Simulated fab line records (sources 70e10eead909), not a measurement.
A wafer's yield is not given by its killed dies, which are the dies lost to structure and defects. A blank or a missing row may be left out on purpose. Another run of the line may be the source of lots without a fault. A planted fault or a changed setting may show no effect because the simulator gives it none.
A lot that was struck, set against a sound lot | flow nandHarc | 17 steps out of a route of 1302
Sound: the wafers L975.4, L975.5, L975.6. Struck: wafer L965.5 (left out: L965.3, L965.6 of the same lot, which were not struck); the cause appears at the end.
For every step that has rows: the tool of each side, followed by ch and its chambers, followed by its first start. Under that, the readings that differ: sound wafers | struck wafers | difference of the means | sigmas: that difference in standard deviations of wafers without a fault.
alike: readings with means less than 2 such deviations apart, plus words and numbers identical on both sides. not compared: withheld readings, readings lacking a value on some wafer, bounds such as >300 that could conceal the same value, and numbers that have no deviation in the record and whose values overlap.
The two part at a step that has a row with sigmas, a row that says differs or no value, or rows on one side only. Numbers that have no deviation but don't overlap get no sigmas and don't part them. A reading missing from all wafers of one side parts the sides only when that side holds two or more wafers.

NHARC_P_M0_OVL_MEAS_10: pitch 180 nm.
  sound: overlay-01 at day 14 04:20; struck: overlay-01 at day 10 07:31
reading         | sound       | struck | difference | sigmas
overlayYNm (nm) | 1.1 0.7 0.6 | -0.7   | -1.5       | -2
  alike: overlayXNm
NHARC_P_M0_INSPECT_11:
  sound: defectInspect-02 at day 14 04:22; struck: defectInspect-02 at day 10 07:34
  alike: rawDefectCount
NHARC_P_M0_DESCUM_14: chemistry O2, time 3 s.
  sound on rieDiel-07 ch 1,2, day 14 04:26; struck on rieDiel-04 ch 3, day 10 07:38
reading    | sound          | struck | difference | sigmas
rfVppV (V) | 59.0 60.2 57.6 | 56.8   | -2.1       | -2
  alike: drypumpMotorCurrentA, oesProductAu, showerheadPlenumPTorr, throttleValvePct
  not compared: rfHoursCounterH
then, 2 steps without rows for these wafers: NHARC_P_M0_ETCH_34 (etches the open film in N2/H2, target depth 40 nm, overetch 12 nm, time 43.94 s); NHARC_P_M0_ETCH_15 (etches the open film in C4F8/Ar, target depth 150 nm, overetch 15 nm, time 82.5 s).
NHARC_P_M0_CD_MEAS_16:
  sound: cdSem-02 at day 14 04:46; struck: cdSem-02 at day 10 07:55
  alike: cdNm
NHARC_P_M0_STRIP_18: strips in N2/H2.
  sound on rieDiel-07 ch 2,3, day 14 04:50; struck on rieDiel-07 ch 1, day 10 07:59
  alike: drypumpMotorCurrentA, oesProductAu, rfVppV, showerheadPlenumPTorr, throttleValvePct
  not compared: rfHoursCounterH
then, 2 steps without rows for these wafers: NHARC_P_M0_STRIP_19 (strips in post etch residue remover, time 600 s); NHARC_P_M0_DEGAS_28 (time 60 s).
NHARC_P_M0_PRE_CLEAN_29: time 30 s.
  sound on pvdSputter-02; struck on pvdSputter-03
reading          | sound       | struck | difference | sigmas
heaterPowerW (W) | 455 447 451 | 368    | -83        | -2
then, 1 step without rows for these wafers: NHARC_P_M0_PVD_20 (deposits TaN, target thk 5 nm, time 8.06 s).
NHARC_P_M0_PVD_21: deposits Cu, target thk 30 nm, time 20.49 s.
  sound on pvdSputter-02; struck on pvdSputter-03
  alike: chamberPressurePa, throttleValvePct
NHARC_P_M0_ECD_22: material Cu, target thk 400 nm.
  sound on ecdCu-02 ch 0,1, day 14 05:53; struck on ecdCu-01 ch 0,1, day 10 09:01
NHARC_P_M0_ANNEAL_30: time 90 s.
  sound on rtpAnneal-02 ch 0, day 14 06:16; struck on rtpAnneal-01 ch 0, day 10 09:24
reading          | sound                | struck | difference | sigmas
wafer_temp_C_max | 226.24 226.16 226.10 | 226.67 | +0.50      | +2
NHARC_P_M0_CMP_23: polishes, t overpolish 20 s, target thk 117.54 nm.
  sound on cmp-02 ch 0,1, day 14 06:29; struck on cmp-01 ch 2, day 10 09:41
reading             | sound          | struck | difference | sigmas
timeToEndpointS (s) | 31.7 29.5 29.3 | 13.0   | -17.2      | -7
  alike: motorCurrentA
NHARC_P_M0_THK_MEAS_24: measures by xrf.
  sound: filmMetro-01 at day 14 06:46; struck: filmMetro-01 at day 10 09:57
  alike: thkNm
-- jump in the record: it breaks off in module P_M0 and resumes in module END (first step shown: number 1302 of the route), and 18 days separate the struck wafers' starts before and after --
NHARC_END_SORT_01:
  here the record holds rows for the struck wafers (prober-02 ch 0, day 28 19:18) but none for the sound ones

## WHERE THEY PART
Last at NHARC_END_SORT_01 as far as this record goes, first at NHARC_P_M0_OVL_MEAS_10.

WHY: the cause the simulator had injected
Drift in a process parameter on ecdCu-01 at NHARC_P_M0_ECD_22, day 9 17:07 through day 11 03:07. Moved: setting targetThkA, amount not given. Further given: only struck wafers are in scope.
